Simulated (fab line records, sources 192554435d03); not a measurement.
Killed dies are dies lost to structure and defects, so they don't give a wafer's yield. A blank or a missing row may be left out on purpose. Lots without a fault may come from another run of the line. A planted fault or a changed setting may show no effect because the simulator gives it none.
One fault seen from 2 desks | flow n5_finfet | each desk has only its own numbers; what lay behind them comes last

THE METROLOGY DESK
What the gauges read, lot by lot, whatever tool the lot ran on: means of the sampled wafers that have a number. A lot is out of limits, marked OUT, if its mean lies more than 4 standard deviations from the usual mean; the brackets give that distance. Of its 12 readings 7 are shown: the one that was out of limits first, and those that lie furthest out on some lot.
Columns: A = cd_nm at N5_MOL_CONTACT_COAG_CD_MEAS_84, usual 25.13 nm; B = cd_nm at N5_MOL_CONTACT_COAG_CD_MEAS_137, usual 16.0 nm; C = DIBL_P at N5_BEOL_M4_RC_MEAS_101, usual 35.8 mV/V; D = ION_N at N5_BEOL_M4_RC_MEAS_101, usual 672 uA/um; E = ION_P at N5_BEOL_M4_RC_MEAS_101, usual 461 uA/um; F = SS_N at N5_BEOL_M4_RC_MEAS_101, usual 71.5 mV/dec; G = VT_N at N5_BEOL_M4_RC_MEAS_101, usual 250.0 mV
lot  | first seen here | A               | B             | C    | D   | E   | F    | G
L226 | day 5 08:51     | 25.28           | 15.7          | 37.4 | 685 | 462 | 72.5 | 250.5
L228 | day 5 19:35     | 25.08           | 16.0          | 33.1 | 669 | 462 | 71.3 | 252.3
L229 | day 6 03:23     | 25.31           | 15.9          | 36.5 | 677 | 464 | 71.5 | 246.4
L231 | day 6 16:01     | 25.19           | 15.9          | 36.4 | 680 | 469 | 71.5 | 250.6
L233 | day 7 02:26     | 25.26           | 16.3          | 38.8 | 669 | 455 | 72.0 | 249.2
L235 | day 7 15:08     | 25.18           | 16.1          | 35.9 | 670 | 458 | 71.5 | 251.0
L239 | day 8 15:49     | 25.50           | 16.2          | 37.0 | 667 | 461 | 71.6 | 249.2
L246 | day 10 14:29    | 15.71 (-36) OUT | 7.7 (-25) OUT | -    | -   | -   | -    | -
L248 | day 10 17:47    | 25.12           | 16.2          | 34.8 | 667 | 458 | 71.7 | 249.1
This desk's finding: out of limits on L246; first on L246, day 10 14:29 (cd_nm at N5_MOL_CONTACT_COAG_CD_MEAS_84). In limits: L226, L228, L229, L231, L233, L235, L239, L248.

THE TOOL OWNER'S DESK: euv_scanner-01
The tool's own readings at N5_MOL_CONTACT_COAG_EXPOSE_81 (exposes mask VG, defocus 0 nm): means of the sampled wafers that have a number, for each lot that ran on this tool. A lot is out of limits, marked OUT, if its mean lies more than 4 standard deviations from the usual mean; the brackets give that distance.
Columns: A = exposure_dose_mJ_cm2 at N5_MOL_CONTACT_COAG_EXPOSE_81, usual 59.46
lot  | first seen here | A
L226 | day 5 08:43     | 59.51
L228 | day 5 19:26     | 59.53
L229 | day 6 03:15     | 59.46
L235 | day 7 15:01     | 59.51
L239 | day 8 15:40     | 59.47
L246 | day 10 14:21    | 65.48 (+96) OUT
This desk's finding: out of limits on L246; first on L246, day 10 14:21 (exposure_dose_mJ_cm2 at N5_MOL_CONTACT_COAG_EXPOSE_81). In limits: L226, L228, L229, L235, L239.

PUT TOGETHER
The tool owner's desk could have raised an alarm at day 10 14:21, on L246.
The metrology desk could have raised an alarm at day 10 14:29, on L246.
Of the lots named, all ran N5_MOL_CONTACT_COAG_EXPOSE_81 on euv_scanner-01.

WHAT THE SIMULATOR HAD PUT IN
Process parameter drift: euv_scanner-01, from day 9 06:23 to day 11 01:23, at N5_MOL_CONTACT_COAG_EXPOSE_81. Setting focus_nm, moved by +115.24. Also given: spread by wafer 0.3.
Lots struck among those shown: L246.
Hours from the fault's start to each desk's first reading out of limits: the tool owner's desk, 32; the metrology desk, 32.
